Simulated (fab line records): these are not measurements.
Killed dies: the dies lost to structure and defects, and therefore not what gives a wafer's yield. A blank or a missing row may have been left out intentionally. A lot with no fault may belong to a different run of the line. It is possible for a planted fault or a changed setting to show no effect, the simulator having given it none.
fab line records -- flow nand_harc
[record] lots = 11, wafers = 33, last_day = 33
route steps=1302 shown THIN_TSV@1270 END@1301
lots that met no fault: taken from a fault-free run of the same line
start_h: the number of hours between the record's first day and the start of the first shown wafer of the lot -- wait_h: time in hours since the lot's previous step -- " as in the row above -- L1.1+2: several wafers, shown together as one row -- - no value, or no start was given -- * or withheld: withheld -- < > ~ a bound
route shown NAME@n: NAME is a module with steps in the file, n the number in the route of the first one -- usual: average and standard deviation across the fault-free wafers -- same: alike in all rows -- chamber/n: place in a boat -- sites: per-site readings -- _std_site: how widely they spread, as a standard deviation -- _edge_site: outer sites' mean less inner sites' -- radius_mm: how far each site lies from the wafer's centre -- mask NAME#n: copy n -- behind: the last tool/chamber to shape the wafer -- hold: why the lot went on hold/how many hours it stayed there/how the hold came to an end -- device: names the non-switching transistor (n, p or np) -- end of line: the tests these same wafers got at the end of their route -- a step without rows: its recipe alone -- killed: at the first sort, the dies lost to defects and structure; wafer yield is something else -- map: the dies of a wafer, with x for killed, . for not killed, _ for no die there
set.NAME: the setting as run; set.NAME@STEP: as run at that earlier step -- model.NAME: the simulator's own value behind a step, which no gauge read
a sample of lots followed through the steps of the route, with each step as a table and each wafer as a row
services: a tool's chamber out of use, with start hour (start_h, from the record's first day; less than 0 if before it), hours out, and reason
[[steps]]
[step NHARC_THIN_TSV_DEGAS_49]
[recipe] temp_c = 300, time_s = 120
[usual] heater_power_w = 464/19
lot.wafer,tool,chamber,start_h,wait_h,heater_power_w
L598.1,pvd_sputter-01,-,568.93,0.1,477
L598.3,pvd_sputter-01,-,568.93,0.1,428
L598.6,pvd_sputter-01,-,568.93,0.1,498
L597.4,pvd_sputter-02,-,570.17,0.1,474
L597.1,pvd_sputter-02,-,570.17,0.1,457
L597.6,pvd_sputter-02,-,570.17,0.1,464
L603.2,pvd_sputter-01,-,646.52,0.1,455
L603.4,pvd_sputter-01,-,646.52,0.1,456
L603.3,pvd_sputter-01,-,646.52,0.1,505
L604.2,pvd_sputter-01,-,647.75,0.1,475
L604.1,pvd_sputter-01,-,647.75,0.1,449
L604.3,pvd_sputter-01,-,647.75,0.1,454
L606.4,pvd_sputter-03,-,655.90,0.1,414
L606.3,pvd_sputter-03,-,655.90,0.1,458
L606.1,pvd_sputter-03,-,655.90,0.1,458
L607.2,pvd_sputter-03,-,677.42,0.1,434
L607.3,pvd_sputter-03,-,677.42,0.1,455
L607.5,pvd_sputter-03,-,677.42,0.1,429
L615.3,pvd_sputter-02,-,749.18,0.1,456
L615.2,pvd_sputter-02,-,749.18,0.1,484
L615.6,pvd_sputter-02,-,749.18,0.1,457
L614.4,pvd_sputter-01,-,758.56,0.1,506
L614.1,pvd_sputter-01,-,758.56,0.1,474
L614.6,pvd_sputter-01,-,758.56,0.1,460
L616.4,pvd_sputter-02,-,770.56,0.1,472
L616.2,pvd_sputter-02,-,770.56,0.1,472
L616.1,pvd_sputter-02,-,770.56,0.1,480
L617.1,pvd_sputter-03,-,771.73,0.2,465
L617.2,pvd_sputter-03,-,771.73,0.2,457
L617.6,pvd_sputter-03,-,771.73,0.2,472
L618.1,pvd_sputter-03,-,779.86,0.1,471
L618.2,pvd_sputter-03,-,779.86,0.1,452
L618.5,pvd_sputter-03,-,779.86,0.1,476
[step NHARC_THIN_TSV_ANNEAL_52]
[recipe] temp_c = 225, time_s = 90
[usual] wafer_temp_C_max = 225.93/0.27
lot.wafer,tool,chamber,start_h,wait_h,wafer_temp_C_max
L598.1,rtp_anneal-02,0,570.12,0.6,225.70
L598.3,rtp_anneal-02,0,570.12,0.6,225.67
L598.6,rtp_anneal-02,0,570.12,0.6,225.97
L597.1,rtp_anneal-01,0,571.38,0.5,226.11
L597.4,rtp_anneal-01,0,571.38,0.5,226.21
L597.6,rtp_anneal-01,0,571.38,0.5,226.09
L603.2,rtp_anneal-02,0,647.78,0.7,225.65
L603.3,rtp_anneal-02,0,647.78,0.7,225.91
L603.4,rtp_anneal-02,0,647.78,0.7,225.68
L604.1,rtp_anneal-02,0,648.99,0.6,225.53
L604.2,rtp_anneal-02,0,648.99,0.6,225.59
L604.3,rtp_anneal-02,0,648.99,0.6,225.67
L606.1,rtp_anneal-01,0,657.08,0.5,225.78
L606.3,rtp_anneal-01,0,657.08,0.5,225.76
L606.4,rtp_anneal-01,0,657.08,0.5,225.89
L607.2,rtp_anneal-02,0,678.66,0.6,225.63
L607.3,rtp_anneal-02,0,678.66,0.6,225.54
L607.5,rtp_anneal-02,0,678.66,0.6,225.39
L615.2,rtp_anneal-01,0,751.00,1.3,225.79
L615.3,rtp_anneal-01,0,751.00,1.3,226.05
L615.6,rtp_anneal-01,0,751.00,1.3,225.72
L614.1,rtp_anneal-02,0,759.76,0.6,225.96
L614.4,rtp_anneal-02,0,759.76,0.6,225.88
L614.6,rtp_anneal-02,0,759.76,0.6,225.90
L616.1,rtp_anneal-01,0,771.73,0.5,226.33
L616.2,rtp_anneal-01,0,771.73,0.5,226.25
L616.4,rtp_anneal-01,0,771.73,0.5,225.80
L617.1,rtp_anneal-01,0,772.91,0.6,225.99
L617.2,rtp_anneal-01,0,772.91,0.6,225.88
L617.6,rtp_anneal-01,0,772.91,0.6,225.87
L618.1,rtp_anneal-02,0,781.05,0.6,225.87
L618.2,rtp_anneal-02,0,781.05,0.6,225.84
L618.5,rtp_anneal-02,0,781.05,0.6,225.91
[step NHARC_THIN_TSV_ETCH_59]
[recipe] target_depth_a = 8800, icp_w = 900, bias_w = 100, Cl2_flow_sccm = 60, bcl3_flow_sccm = 30, time_s = 138.1, chemistry = Cl2/BCl3
[usual] drypump_motor_current_A = 5.71/0.19, oes_product_au = 1.000/0.0096, throttle_valve_pct = 22.265/0.0088
lot.wafer,tool,chamber,start_h,wait_h,drypump_motor_current_A,oes_product_au,rf_hours_counter_h,throttle_valve_pct
L598.1,rie_metal-03,1,572.26,0.1,5.70,0.997,0.9,22.265
L598.3,rie_metal-03,0,572.26,0.1,5.92,0.993,-,22.281
L598.6,rie_metal-03,0,572.26,0.1,5.92,1.003,-,22.256
L597.1,rie_metal-02,0,573.62,0.1,5.34,1.017,1.6,22.259
L597.4,rie_metal-02,0,573.62,0.1,5.36,1.001,-,22.270
L597.6,rie_metal-02,1,573.62,0.1,5.88,0.983,-,22.278
L603.2,rie_metal-03,0,649.83,0.1,5.93,0.999,2.2,22.281
L603.4,rie_metal-03,0,649.83,0.1,5.93,0.997,-,22.252
L603.3,rie_metal-03,1,649.83,0.1,5.74,1.000,-,22.268
L604.1,rie_metal-03,1,651.22,0.1,5.75,0.939,2.4,22.271
L604.2,rie_metal-03,0,651.22,0.1,5.93,1.008,2.4,22.255
L604.3,rie_metal-03,1,651.22,0.1,5.73,1.001,-,22.285
L606.1,rie_metal-01,1,659.31,0.1,5.53,1.028,1.0,22.262
L606.3,rie_metal-01,1,659.31,0.1,5.50,1.014,-,22.274
L606.4,rie_metal-01,0,659.31,0.1,5.68,0.992,-,22.283
L607.2,rie_metal-03,0,680.92,0.1,5.94,1.005,3.3,22.270
L607.3,rie_metal-03,1,680.92,0.1,5.72,0.990,-,22.261
L607.5,rie_metal-03,0,680.92,0.1,5.93,0.931,-,22.251
L615.2,rie_metal-03,0,753.18,0.1,5.92,0.997,0.5,22.261
L615.3,rie_metal-03,1,753.18,0.1,5.73,0.989,-,22.268
L615.6,rie_metal-03,0,753.18,0.1,5.91,0.995,-,22.267
L614.1,rie_metal-03,1,761.99,0.1,5.72,0.988,0.7,22.283
L614.4,rie_metal-03,0,761.99,0.1,5.91,0.998,-,22.261
L614.6,rie_metal-03,1,761.99,0.1,5.74,0.992,-,22.252
L616.2,rie_metal-01,1,774.12,0.1,5.50,1.014,0.2,22.263
L616.1,rie_metal-01,0,774.12,0.1,5.63,0.994,0.2,22.261
L616.4,rie_metal-01,1,774.12,0.1,5.52,1.009,-,22.269
L617.2,rie_metal-02,0,775.01,0.1,5.38,1.014,2.6,22.271
L617.1,rie_metal-02,1,775.01,0.1,5.94,1.002,2.6,22.262
L617.6,rie_metal-02,0,775.01,0.1,5.36,1.012,-,22.259
L618.1,rie_metal-03,1,783.29,0.1,5.74,0.995,1.3,22.259
L618.2,rie_metal-03,1,783.29,0.1,5.74,0.987,-,22.250
L618.5,rie_metal-03,1,783.29,0.1,5.73,0.985,-,22.264
[step NHARC_END_WLT_00]
[usual] VT_DECK1_BOTTOM = 0.871/0.0079, VT_DECK1_BOTTOM_INNER = 0.870/0.0076, VT_DECK1_MEDIAN_NEAR_BOTTOM = 0.871/0.0074, VT_DECK1_MEDIAN_NEAR_BOTTOM_INNER = 0.872/0.0074, VT_DECK1_MIDDLE = 0.884/0.0076, VT_DECK1_MIDDLE_INNER = 0.884/0.0077, VT_DECK1_TOP = 0.896/0.0069, VT_DECK1_TOP_INNER = 0.896/0.0072, VT_DECK2_BOTTOM = 0.868/0.007, VT_DECK2_BOTTOM_INNER = 0.868/0.0069, VT_DECK2_MEDIAN_NEAR_BOTTOM = 0.869/0.0064, VT_DECK2_MEDIAN_NEAR_BOTTOM_INNER = 0.869/0.0069, VT_DECK2_MIDDLE = 0.882/0.0067, VT_DECK2_MIDDLE_INNER = 0.882/0.0066, VT_DECK2_TOP = 0.893/0.0061, VT_DECK2_TOP_INNER = 0.892/0.0063
lot.wafer,tool,chamber,start_h,wait_h,VT_DECK1_BOTTOM,VT_DECK1_BOTTOM_INNER,VT_DECK1_MEDIAN_NEAR_BOTTOM,VT_DECK1_MEDIAN_NEAR_BOTTOM_INNER,VT_DECK1_MIDDLE,VT_DECK1_MIDDLE_INNER,VT_DECK1_TOP,VT_DECK1_TOP_INNER,VT_DECK2_BOTTOM,VT_DECK2_BOTTOM_INNER,VT_DECK2_MEDIAN_NEAR_BOTTOM,VT_DECK2_MEDIAN_NEAR_BOTTOM_INNER,VT_DECK2_MIDDLE,VT_DECK2_MIDDLE_INNER,VT_DECK2_TOP,VT_DECK2_TOP_INNER
L598.1,prober-01,-,577.01,0.0,0.870,0.880,0.880,0.878,0.892,0.889,0.900,0.900,0.877,0.881,0.867,0.879,0.894,0.888,0.897,0.894
L598.3,prober-01,-,578.01,1.0,0.871,0.874,0.872,0.875,0.892,0.885,0.900,0.896,0.872,0.869,0.871,0.860,0.880,0.879,0.903,0.895
L598.6,prober-01,-,579.51,2.5,0.872,0.868,0.867,0.862,0.884,0.880,0.896,0.900,0.878,0.870,0.871,0.868,0.880,0.891,0.901,0.897
L597.1,prober-02,-,584.79,7.8,0.855,0.856,0.853,0.852,0.868,0.877,0.889,0.884,0.874,0.874,0.875,0.869,0.877,0.883,0.897,0.893
L597.4,prober-02,-,586.28,9.3,0.863,0.865,0.866,0.866,0.882,0.868,0.888,0.886,0.862,0.863,0.871,0.867,0.878,0.881,0.894,0.889
L597.6,prober-02,-,586.28,9.3,0.853,0.865,0.861,0.860,0.874,0.870,0.875,0.890,0.867,0.869,0.870,0.856,0.878,0.879,0.892,0.896
L604.2,prober-01,-,656.21,0.5,0.872,0.880,0.883,0.882,0.896,0.887,0.903,0.905,0.871,0.864,0.877,0.872,0.886,0.883,0.897,0.893
L604.3,prober-01,-,656.21,0.5,0.877,0.871,0.878,0.890,0.897,0.902,0.909,0.909,0.878,0.880,0.880,0.873,0.896,0.895,0.893,0.896
L603.2,prober-02,-,656.22,0.6,0.879,0.878,0.875,0.881,0.885,0.886,0.900,0.904,0.866,0.871,0.864,0.870,0.879,0.884,0.895,0.893
L603.3,prober-02,-,656.22,0.6,0.878,0.870,0.872,0.879,0.892,0.897,0.902,0.903,0.874,0.876,0.874,0.875,0.881,0.881,0.892,0.898
L603.4,prober-02,-,656.22,0.6,0.863,0.871,0.873,0.869,0.882,0.885,0.906,0.905,0.868,0.874,0.867,0.869,0.883,0.877,0.885,0.893
L606.1,prober-02,-,665.18,0.1,0.865,0.865,0.871,0.871,0.876,0.877,0.883,0.884,0.868,0.869,0.867,0.865,0.889,0.885,0.889,0.896
L606.3,prober-02,-,665.18,0.1,0.857,0.858,0.869,0.865,0.872,0.876,0.891,0.885,0.859,0.865,0.867,0.870,0.882,0.879,0.889,0.889
L606.4,prober-02,-,665.18,0.1,0.871,0.871,0.868,0.860,0.878,0.880,0.898,0.887,0.867,0.866,0.873,0.866,0.882,0.880,0.895,0.892
L607.2,prober-01,-,687.38,0.5,0.855,0.854,0.867,0.859,0.867,0.873,0.891,0.886,0.857,0.855,0.851,0.855,0.875,0.869,0.889,0.884
L607.3,prober-01,-,687.38,0.5,0.872,0.875,0.871,0.871,0.878,0.877,0.891,0.891,0.851,0.859,0.858,0.858,0.867,0.871,0.888,0.890
L615.2,prober-01,-,759.42,0.5,0.863,0.864,0.864,0.868,0.877,0.867,0.885,0.896,0.881,0.883,0.881,0.885,0.888,0.890,0.898,0.891
L615.3,prober-01,-,759.42,0.5,0.863,0.871,0.873,0.869,0.880,0.878,0.887,0.887,0.870,0.872,0.869,0.875,0.880,0.889,0.885,0.909
L615.6,prober-01,-,761.39,2.5,0.861,0.868,0.874,0.863,0.878,0.881,0.882,0.894,0.878,0.873,0.871,0.868,0.881,0.888,0.897,0.898
L614.1,prober-01,-,767.72,0.0,0.877,0.873,0.876,0.880,0.892,0.891,0.904,0.899,0.873,0.876,0.877,0.870,0.898,0.890,0.905,0.909
L614.4,prober-01,-,769.21,1.5,0.885,0.879,0.885,0.878,0.899,0.900,0.897,0.899,0.879,0.881,0.875,0.878,0.888,0.896,0.908,0.897
L614.6,prober-01,-,770.21,2.5,0.886,0.877,0.879,0.881,0.895,0.890,0.905,0.909,0.875,0.874,0.879,0.878,0.892,0.891,0.897,0.889
L617.1,prober-01,-,780.12,0.0,0.872,0.879,0.875,0.875,0.887,0.889,0.897,0.902,0.874,0.874,0.869,0.870,0.884,0.889,0.893,0.899
L617.2,prober-01,-,780.12,0.0,0.870,0.864,0.875,0.873,0.887,0.882,0.899,0.898,0.865,0.865,0.864,0.855,0.879,0.887,0.890,0.899
L617.6,prober-01,-,782.63,2.6,0.866,0.861,0.872,0.867,0.885,0.882,0.896,0.899,0.876,0.874,0.869,0.864,0.880,0.891,0.900,0.891
L616.1,prober-02,-,780.13,0.1,0.862,0.883,0.875,0.879,0.888,0.886,0.898,0.906,0.878,0.873,0.878,0.876,0.891,0.892,0.897,0.893
L616.2,prober-02,-,780.13,0.1,0.882,0.870,0.877,0.877,0.893,0.889,0.900,0.904,0.879,0.877,0.871,0.864,0.886,0.879,0.899,0.898
L616.4,prober-02,-,780.13,0.1,0.873,0.884,0.881,0.880,0.894,0.881,0.906,0.908,0.871,0.870,0.880,0.876,0.887,0.884,0.906,0.898
L618.1,prober-01,-,787.91,0.1,0.873,0.861,0.870,0.875,0.882,0.870,0.879,0.891,0.857,0.862,0.856,0.861,0.882,0.883,0.889,0.886
L618.2,prober-01,-,787.91,0.1,0.875,0.875,0.867,0.872,0.885,0.875,0.887,0.895,0.870,0.878,0.871,0.875,0.875,0.886,0.896,0.885
L618.5,prober-01,-,789.91,2.1,0.869,0.874,0.858,0.873,0.882,0.879,0.893,0.889,0.864,0.866,0.869,0.872,0.885,0.883,0.888,0.887
[step NHARC_END_SORT_01]
[recipe] temp_c = 25
[usual] defect_limited_yield = 92.5/2.5, killed_at_array = 46/16, killed_at_other = 0.9/1.3, killed_at_periphery = 4.1/3, killed_dies = 51/17, killed_open = 3.5/1.8, killed_short = 2.5/1.8, sort_bin_2_pct = 2.6/1.1, sort_bin_3_pct = 0.6/0.37, sort_bin_4_pct = 4.4/1.4, sort_n_pass = 626/17, sort_rim_yield_pct = 88/4.6, sort_yield_pct = 92.5/2.5
[same] gross_dies = 677, sort_bin_5_pct[%] = 0, sort_bin_6_pct[%] = 0, sort_bin_7_pct[%] = 0, sort_bin_8_pct[%] = 0, sort_rim_n_gross = 106.00
lot.wafer,tool,chamber,start_h,wait_h,defect_limited_yield[%],killed_at_array,killed_at_other,killed_at_periphery,killed_dies,killed_open,killed_short,sort_bin_2_pct[%],sort_bin_3_pct[%],sort_bin_4_pct[%],sort_n_pass,sort_rim_yield_pct[%],sort_yield_pct[%]
L597.1,prober-02,0,587.76,2.5,93.2,43,0,3,46,4,4,2.4,0,4.4,631,89,93.2
L597.4,prober-02,0,590.11,3.3,93.9,37,0,4,41,5,4,2.1,0.4,3.5,636,86,93.9
L597.6,prober-02,0,591.67,3.9,93.2,35,8,3,46,6,2,2.8,0.3,3.7,631,84,93.2
L606.1,prober-02,0,668.12,2.5,94.5,37,0,0,37,5,0,1.9,0.1,3.4,640,94,94.5
L606.3,prober-02,0,669.70,3.1,93.5,42,0,2,44,4,4,2.2,0.1,4.1,633,89,93.5
L606.4,prober-02,0,670.50,3.4,94.2,37,1,1,39,8,1,2.1,0.1,3.5,638,85,94.2
L607.2,prober-01,0,690.68,2.8,94.5,28,1,8,37,3,1,1.6,0.1,3.7,640,92,94.5
L607.3,prober-01,0,691.47,3.1,94.2,33,2,4,39,5,1,2.2,0.1,3.4,638,92,94.2
L607.5,prober-01,0,693.07,3.7,6.5,35,590,8,633,1,0,2.4,87.7,3.4,44,0,6.5
L616.1,prober-02,0,783.11,2.5,91.7,46,2,8,56,3,5,3.5,0.9,3.8,621,89,91.7
L616.2,prober-02,0,783.91,2.8,91.6,43,5,9,57,3,5,2.7,0.7,5.0,620,86,91.6
L616.4,prober-02,0,785.49,3.4,90.0,60,2,6,68,3,6,4.0,0.3,5.8,609,83,90.0
// killed by level:class
L597.1 A_CHANNEL_HOLE_D2:chamber_film_flake=28 A_CONTACT:chamber_film_flake=3 A_SGD_CUT:geometric_particle:short=2 A_ZERO_WELL:chamber_film_flake=2 A_CHANNEL_HOLE_D1:chamber_film_flake=2 A_M0:chamber_film_flake=2 P_GATE:geometric_particle:open=1 P_M0:geometric_particle:open=1
L597.4 A_CHANNEL_HOLE_D2:chamber_film_flake=20 A_STAIRCASE:chamber_film_flake=3 A_ONON_D1:geometric_particle:short=2 A_CONTACT:geometric_particle:open=2 P_STI:chamber_film_flake=2 A_DECK1_JOINT:chamber_film_flake=2 P_GATE:geometric_particle:short=1 P_M0:geometric_particle:open=1
L597.6 A_CHANNEL_HOLE_D2:chamber_film_flake=20 THIN_TSV:chamber_film_flake=7 A_M0:chamber_film_flake=3 A_CHANNEL_FILL_D2:chamber_film_flake=2 A_STAIRCASE:chamber_film_flake=2 A_WL_FILL:chamber_film_flake=2 P_CONTACT:geometric_particle:open=1 P_M2:geometric_particle:open=1
L606.1 A_CHANNEL_HOLE_D2:chamber_film_flake=22 A_CHANNEL_HOLE_D1:chamber_film_flake=4 A_M0:geometric_particle:open=2 A_CONTACT:chamber_film_flake=2 A_M1:chamber_film_flake=2 A_CHANNEL_FILL_D1:geometric_particle:open=1 A_CHANNEL_FILL_D2:geometric_particle:open=1 A_CONTACT:geometric_particle:open=1
L606.3 A_CHANNEL_HOLE_D2:chamber_film_flake=18 A_M1:chamber_film_flake=6 A_CONTACT:chamber_film_flake=5 A_CHANNEL_HOLE_D1:chamber_film_flake=3 A_SLIT:chamber_film_flake=3 A_ONON_D2:geometric_particle:short=2 P_GATE:geometric_particle:open=1 P_M2:geometric_particle:open=1
L606.4 A_CHANNEL_HOLE_D2:chamber_film_flake=14 A_CHANNEL_HOLE_D1:chamber_film_flake=6 A_CONTACT:chamber_film_flake=3 A_M1:chamber_film_flake=3 A_BLC:geometric_particle:open=2 A_DECK1_JOINT:chamber_film_flake=2 P_GATE:geometric_particle:open=1 A_DECK1_JOINT:geometric_particle:open=1
L607.2 A_CHANNEL_HOLE_D2:chamber_film_flake=15 P_M1:chamber_film_flake=7 A_CHANNEL_HOLE_D1:chamber_film_flake=4 A_CONTACT:chamber_film_flake=3 A_M0:geometric_particle:open=2 A_M1:chamber_film_flake=2 P_M0:geometric_particle:open=1 A_CHANNEL_FILL_D2:geometric_particle:short=1
L607.3 A_CHANNEL_HOLE_D2:chamber_film_flake=16 A_CHANNEL_HOLE_D1:chamber_film_flake=6 A_WL_FILL:chamber_film_flake=2 A_M1:chamber_film_flake=2 P_M0:geometric_particle:open=1 P_M1:geometric_particle:open=1 A_CHANNEL_FILL_D1:geometric_particle:short=1 A_SGD_CUT:geometric_particle:open=1
L607.5 THIN_TSV:area_etch=590 A_CHANNEL_HOLE_D2:chamber_film_flake=17 A_CHANNEL_HOLE_D1:chamber_film_flake=9 P_M1:chamber_film_flake=7 A_WL_FILL:chamber_film_flake=5 A_M1:chamber_film_flake=3 A_M0:geometric_particle:open=1 P_ZERO_WELL:chamber_film_flake=1
L616.1 A_SLIT:chamber_film_flake=28 P_STI:chamber_film_flake=4 A_CONTACT:chamber_film_flake=4 A_M0:chamber_film_flake=3 A_STAIRCASE:chamber_film_flake=3 P_CONTACT:geometric_particle:short=2 A_CHANNEL_FILL_D1:geometric_particle:short=2 THIN_TSV:chamber_film_flake=2
L616.2 A_SLIT:chamber_film_flake=21 A_M0:chamber_film_flake=7 A_CONTACT:chamber_film_flake=4 THIN_TSV:chamber_film_flake=4 P_STI:chamber_film_flake=3 A_CHANNEL_HOLE_D1:unspecified=3 A_DECK1_JOINT:chamber_film_flake=2 A_STAIRCASE:chamber_film_flake=2
L616.4 A_SLIT:chamber_film_flake=31 A_CONTACT:chamber_film_flake=13 A_M0:chamber_film_flake=4 A_SOURCE_PLATE:geometric_particle:short=2 A_WL_FILL:geometric_particle:short=2 P_ZERO_WELL:chamber_film_flake=2 P_CONTACT:chamber_film_flake=2 THIN_TSV:chamber_film_flake=2
[[services]]
tool,chamber,start_h,hours,kind
rie_metal-03,1,548.03,9.4,repair
rie_metal-01,-,579.67,9.0,pm
pvd_sputter-01,-,582.05,10.0,pm
rie_metal-01,-,614.14,1.5,repair
pvd_sputter-02,-,614.35,11.4,repair
pvd_sputter-02,-,630.02,2.8,repair
rie_metal-02,-,631.05,9.0,pm
pvd_sputter-02,-,638.03,10.0,pm
rie_metal-03,1,651.68,20.5,repair
pvd_sputter-03,-,661.82,9.5,repair
rie_metal-03,0,663.19,2.0,repair
pvd_sputter-02,-,677.63,2.1,repair
pvd_sputter-03,-,691.42,1.4,repair
rie_metal-03,-,696.10,9.0,pm
rie_metal-03,0,696.10,9.0,vent_cycle
rie_metal-03,1,696.10,9.0,vent_cycle
pvd_sputter-03,-,704.00,10.0,pm
rie_metal-03,0,705.10,-,clean
rie_metal-03,1,705.10,-,clean
rtp_anneal-02,-,744.10,12.0,pm
rie_metal-01,-,754.57,0.9,repair
rie_metal-01,-,756.67,9.0,pm
pvd_sputter-01,-,760.05,10.0,pm
rie_metal-03,0,781.71,6.8,repair
[[key]]
[first_sign] step = NHARC_THIN_TSV_ETCH_59, reading = oes_product_au, direction = down, sigmas = 6.7, usual = 1.000, struck = 0.935
[effect] step = NHARC_END_SORT_01, reading = sort_bin_3_pct, direction = up, sigmas = 99+, usual = 0.6, struck = 87.7
[more_kills_born_at] NHARC_THIN_TSV_ETCH_59@rie_metal-03 = 590
met_at NHARC_THIN_TSV_ETCH_59
struck_lots L604,L607
struck_wafers L604.1,L607.5
later_rows_left_out L604.1,L607.5
sort_left_out L604.1
not_acting_at NHARC_THIN_TSV_DEGAS_49,NHARC_THIN_TSV_ANNEAL_52,NHARC_END_WLT_00
onset_between 649.83 651.22
[fault] kind = process_parameter_drift, tool = rie_metal-03, chamber = -, onset_h = 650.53, steps = NHARC_THIN_TSV_ETCH_59, channel = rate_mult, offset = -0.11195, shape = step, end_h = 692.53, scope = struck_wafers_only
// sort_left_out: the simulated sort isn't trusted on such a fault, so these wafers' sort isn't shown, and their yield isn't known
// later_rows_left_out: the simulator's readings of these wafers behind a module that went badly wrong aren't trusted and aren't shown, but for the sort
